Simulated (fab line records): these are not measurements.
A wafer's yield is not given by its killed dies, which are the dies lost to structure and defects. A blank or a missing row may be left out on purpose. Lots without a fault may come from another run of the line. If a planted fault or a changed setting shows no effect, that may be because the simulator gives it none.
Which of the tools did it? | flow nand harc | 13 lots, 39 wafers sampled, at 6 steps of a route of 1302

WHAT THE GAUGES SHOWED, per wafer
NHARC_P_M1_CD_MEAS_16. Usual: cd nm 129.8 nm, standard deviation 1.1.
lot  | measured     | on        | cd nm (nm)        | flag
L300 | day 6 05:42  | cd sem-03 | 131.1 128.2 131.1 |
L301 | day 6 20:37  | cd sem-02 | 130.3 130.8 131.0 |
L302 | day 6 21:52  | cd sem-02 | 129.1 129.0 128.7 |
L306 | day 8 17:20  | cd sem-02 | 127.8 131.3 129.3 |
L307 | day 9 01:55  | cd sem-01 | 131.5 129.5 130.5 |
L309 | day 9 19:14  | cd sem-03 | 129.9 127.6 129.0 |
L311 | day 10 14:34 | cd sem-02 | 130.3 128.1 129.9 |
L313 | day 11 14:47 | cd sem-03 | 129.9 130.9 128.9 |
L315 | day 13 01:05 | cd sem-03 | 130.3 129.6 131.6 |
L319 | day 14 00:25 | cd sem-03 | 129.3 127.9 130.5 |
L320 | day 14 16:08 | cd sem-01 | 128.3 129.3 129.8 |
L321 | day 15 07:11 | cd sem-02 | 130.5 129.1 130.3 |
L323 | day 15 17:26 | cd sem-03 | 130.6 130.8 129.2 |

NHARC_P_M2_CD_MEAS_09: the cd target is 170 nm. Usual: cd nm 169.7 nm, standard deviation 0.68.
lot  | measured     | on        | cd nm (nm)                          | flag
L300 | day 6 09:19  | cd sem-02 | 169.2 169.3 169.8                   |
L301 | day 7 00:47  | cd sem-01 | 169.3 169.1 169.5                   |
L302 | day 7 01:32  | cd sem-01 | 169.8 169.6 170.2                   |
L306 | day 8 21:00  | cd sem-02 | 170.4 169.3 171.2                   |
L307 | day 9 05:39  | cd sem-01 | 169.5 168.8 170.1                   |
L309 | day 9 23:08  | cd sem-03 | 169.0 168.7 169.5                   |
L311 | day 10 18:14 | cd sem-02 | 154.8 155.8 155.2 154.7 156.2 155.5 | OFF
L313 | day 11 18:28 | cd sem-03 | 155.1 155.2 157.0 154.3 155.2 156.7 | OFF
L315 | day 13 04:38 | cd sem-02 | 169.2 168.6 169.4                   |
L319 | day 14 04:04 | cd sem-02 | 170.3 169.8 171.0                   |
L320 | day 14 19:41 | cd sem-03 | 170.8 170.1 169.9                   |
L321 | day 15 10:51 | cd sem-01 | 170.2 170.3 171.3                   |
L323 | day 15 21:06 | cd sem-03 | 170.1 170.0 169.2                   |

NHARC_END_SORT_01. Usual: value, then standard deviation, for each; defect limited yield 90 % / 4.1; killed at array 63 / 27; killed at other 0.7 / 1.2; killed at periphery 3.1 / 2; killed dies 67 / 28; killed open 3.0 / 1.9; killed short 2.2 / 1.5.
lot  | measured     | on        | defect limited yield (%) | killed at array | killed at other | killed at periphery | killed dies | killed open | killed short | flag
L311 | day 28 22:20 | prober-01 | 91 90                    | 55 56           | 2 2             | 5 7                 | 62 65       | 2 4         | 3 2          |
L313 | day 30 03:15 | prober-01 | 94 94 94                 | 38 37 36        | 0 1 1           | 3 2 6               | 41 40 43    | 2 3 2       | 2 2 2        |

EACH LOT AND THE TOOL THAT RAN IT (in order: tool; ch and the chambers of the sampled wafers; start)
lot  | NHARC_P_M1_PRE_CLEAN_30                 | NHARC_P_M1_CMP_23             | NHARC_P_M2_PEB_07
L300 | pvd sputter-02, day 6 07:34 or earlier  | cmp-03 ch 0,1, day 6 07:34    | litho track-01 ch 0, day 6 09:14
L301 | pvd sputter-03, day 6 22:59 or earlier  | cmp-02 ch 0,2,3, day 6 22:59  | litho track-04 ch 0, day 7 00:42
L302 | pvd sputter-01, day 6 23:40 or earlier  | cmp-01 ch 0,2,3, day 6 23:40  | litho track-01 ch 0, day 7 01:28
L306 | pvd sputter-02, day 8 19:09 or earlier  | cmp-02 ch 0,1,2, day 8 19:09  | litho track-01 ch 0, day 8 20:55
L307 | pvd sputter-02, day 9 03:49 or earlier  | cmp-03 ch 0,1,2, day 9 03:49  | litho track-06 ch 0, day 9 05:34
L309 | pvd sputter-01, day 9 21:07 or earlier  | cmp-02 ch 0,3, day 9 21:07    | litho track-04 ch 0, day 9 23:03
L311 | pvd sputter-03, day 10 16:27 or earlier | cmp-01 ch 1,2,3, day 10 16:27 | litho track-04 ch 0, day 10 18:10
L313 | pvd sputter-02, day 11 16:38 or earlier | cmp-02 ch 0,2,3, day 11 16:38 | litho track-04 ch 0, day 11 18:23
L315 | pvd sputter-03, day 13 02:58 or earlier | cmp-02 ch 0,1,2, day 13 02:58 | litho track-01 ch 0, day 13 04:34
L319 | pvd sputter-02, day 14 02:16 or earlier | cmp-02 ch 0,2,3, day 14 02:16 | litho track-01 ch 0, day 14 03:59
L320 | pvd sputter-01, day 14 17:56 or earlier | cmp-01 ch 1,2, day 14 17:56   | litho track-06 ch 0, day 14 19:36
L321 | pvd sputter-01, day 15 09:01 or earlier | cmp-03 ch 1,3, day 15 09:01   | litho track-01 ch 0, day 15 10:46
L323 | pvd sputter-01, day 15 19:14 or earlier | cmp-03 ch 0,1,2, day 15 19:14 | litho track-04 ch 0, day 15 21:01
- NHARC_P_M1_PRE_CLEAN_30: time 30 s.
- NHARC_P_M1_CMP_23: polishes, t overpolish 20 s, target thk 157.82 nm.
- NHARC_P_M2_PEB_07: peb time 65 s.

AS READ BY THE TOOLS THEMSELVES (means over the sampled wafers that have a number; for cases with no such wafer, the mark the record gives instead)
NHARC_P_M1_PRE_CLEAN_30. Usual: heater power w 435 W, standard deviation 38.
lot  | tool           | heater power w (W) | flag
L300 | pvd sputter-02 | 455                |
L301 | pvd sputter-03 | 428                |
L302 | pvd sputter-01 | 446                |
L306 | pvd sputter-02 | 454                |
L307 | pvd sputter-02 | 435                |
L309 | pvd sputter-01 | 455                |
L311 | pvd sputter-03 | 379                |
L313 | pvd sputter-02 | 427                |
L315 | pvd sputter-03 | 428                |
L319 | pvd sputter-02 | 446                |
L320 | pvd sputter-01 | 443                |
L321 | pvd sputter-01 | 460                |
L323 | pvd sputter-01 | 429                |

NHARC_P_M1_CMP_23. Usual: motor current A 12.1 A, standard deviation 1.3; time to endpoint s 28 s, standard deviation 3.6.
lot  | tool   | motor current A (A) | time to endpoint s (s) | flag
L300 | cmp-03 | 12.0                | 29                     |
L301 | cmp-02 | 11.8                | 27                     |
L302 | cmp-01 | 12.5                | 28                     |
L306 | cmp-02 | 12.6                | 29                     |
L307 | cmp-03 | 11.5                | 29                     |
L309 | cmp-02 | 11.9                | 25                     |
L311 | cmp-01 | 11.2                | 30                     |
L313 | cmp-02 | 11.9                | 28                     |
L315 | cmp-02 | 12.5                | 29                     |
L319 | cmp-02 | 11.7                | 28                     |
L320 | cmp-01 | 11.1                | 33                     |
L321 | cmp-03 | 12.0                | 29                     |
L323 | cmp-03 | 11.9                | 27                     |

NHARC_P_M2_PEB_07. Usual: heater power total W 156.6 W, standard deviation 0.42; plate temp C 99.98 C, standard deviation 0.13.
lot  | tool           | heater power total W (W) | plate temp C (C) | flag
L300 | litho track-01 | 156.8                    | 99.91            |
L301 | litho track-04 | 156.5                    | 100.11           |
L302 | litho track-01 | 156.6                    | 99.94            |
L306 | litho track-01 | 157.1                    | 100.06           |
L307 | litho track-06 | 156.6                    | 99.95            |
L309 | litho track-04 | 156.2                    | 100.23           |
L311 | litho track-04 | 148.5                    | 96.31            | OFF
L313 | litho track-04 | 149.1                    | 96.30            | OFF
L315 | litho track-01 | 156.5                    | 99.94            |
L319 | litho track-01 | 156.6                    | 99.92            |
L320 | litho track-06 | 156.6                    | 99.86            |
L321 | litho track-01 | 156.5                    | 99.96            |
L323 | litho track-04 | 156.8                    | 100.07           |

THE ANSWER, worked out from the rows above alone
Rule: a lot is off if the mean of its wafers that have a number lies more than 3 standard deviations from the usual mean. Also off: a lot with no number at a reading for which 4 or more lots have one. All remaining lots with rows at the step are treated as sound. The gauges are gone through in route order, then the tools' own readings, and for those a lot's mean is taken as printed above. At the first step where some lot is off, the reading lying furthest off is the one used; lots without a number count as furthest.
Off: L311, L313, at NHARC_P_M2_CD_MEAS_09 (cd nm).
If a tool, at a process step before that reading, ran all the lots that are off and no sound lot after the first of them, it fits. The gauges at NHARC_P_M2_CD_MEAS_09 aren't tried: what is off there is off at NHARC_P_M2_PEB_07 too, on other tools, and a gauge's error can't cause that. NHARC_P_M1_PRE_CLEAN_30 gives no start for some lots, so the hours and the order of its lots are those of NHARC_P_M1_CMP_23. No candidate that was tried fits.

WHAT HAD BEEN PUT IN BY THE SIMULATOR
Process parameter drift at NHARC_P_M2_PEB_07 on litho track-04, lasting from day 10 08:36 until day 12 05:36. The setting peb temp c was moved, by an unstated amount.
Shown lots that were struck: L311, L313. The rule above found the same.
